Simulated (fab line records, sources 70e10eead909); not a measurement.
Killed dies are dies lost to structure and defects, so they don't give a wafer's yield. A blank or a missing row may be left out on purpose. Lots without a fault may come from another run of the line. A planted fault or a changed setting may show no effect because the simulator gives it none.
Chamber matching | flow nand_harc | NHARC_A_M1_ETCH_28 on rie_diel-09: 4 sister chambers
The step etches the open film in CF4/N2, target depth 30 nm, time 72.99 s. 14 wafers are shown with their chamber, then 7 later ones without.

WAFERS WITH THEIR CHAMBER
wafer  | chamber | drypump_motor_current_A (A) | oes_product_au (a.u.) | rf_vpp_V (V)
L912.1 | 2       | 5.7                         | 0.987                 | 314.9
L912.4 | 0       | 5.5                         | 1.002                 | 316.7
L912.6 | 0       | 5.5                         | 1.002                 | 316.8
L911.3 | 0       | 5.5                         | 1.005                 | 316.2
L911.5 | 1       | 5.8                         | 0.998                 | 310.7
L911.6 | 0       | 5.5                         | 1.001                 | 316.4
L913.1 | 0       | 5.4                         | 0.994                 | 315.0
L913.4 | 1       | 5.8                         | 1.001                 | 312.6
L913.5 | 0       | 5.5                         | 0.990                 | 314.7
L916.3 | 3       | 5.0                         | 1.004                 | 313.1
L916.4 | 2       | 5.7                         | 0.982                 | 314.0
L916.6 | 0       | 5.5                         | 1.000                 | 316.3
L920.4 | 0       | 5.5                         | 0.995                 | 312.8
L920.5 | 1       | 5.7                         | 1.009                 | 311.1

SIGNATURES (means of the wafers above)
reading                 | chamber 0 | chamber 1 | chamber 2 | chamber 3 | scatter within a chamber
drypump_motor_current_A | 5.487     | 5.767     | 5.700     | 5.000     | 0.0393
oes_product_au          | 0.99862   | 1.00267   | 0.98450   | 1.00400   | 0.00507
rf_vpp_V                | 315.613   | 311.467   | 314.450   | 313.100   | 1.25
Rule: a wafer's distance from a chamber is the root of the sum, over the readings, of the square of ((its reading less the chamber's mean) divided by the reading's scatter). The wafer belongs to the nearest chamber; if the next one is less than 2 further off, it can't be placed. The scatter: the root of (the sum of the squares of (reading less its chamber's mean) over the shown wafers, divided by (wafers less chambers)).

WAFERS WITHOUT THEIR CHAMBER
wafer  | drypump_motor_current_A (A) | oes_product_au (a.u.) | rf_vpp_V (V)
L920.6 | 5.7                         | 1.003                 | 313.7
L931.3 | 5.1                         | 0.995                 | 313.9
L931.4 | 5.8                         | 1.012                 | 312.8
L931.5 | 5.8                         | 1.007                 | 313.0
L932.4 | 5.7                         | 0.994                 | 312.8
L932.5 | 5.8                         | 1.019                 | 312.5
L932.6 | 5.7                         | 0.995                 | 312.1

WHICH CHAMBER EACH WENT THROUGH
wafer  | from the rows above     | in truth
L920.6 | can't be placed: 1 or 2 | 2
L931.3 | 3                       | 3
L931.4 | 1                       | 1
L931.5 | 1                       | 1
L932.4 | can't be placed: 2 or 1 | 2
L932.5 | 1                       | 1
L932.6 | can't be placed: 1 or 2 | 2
Placed correctly: 4 of 7. Can't be placed from these rows: 3 (the true chamber is among the candidates in 3). Placed wrongly: 0.
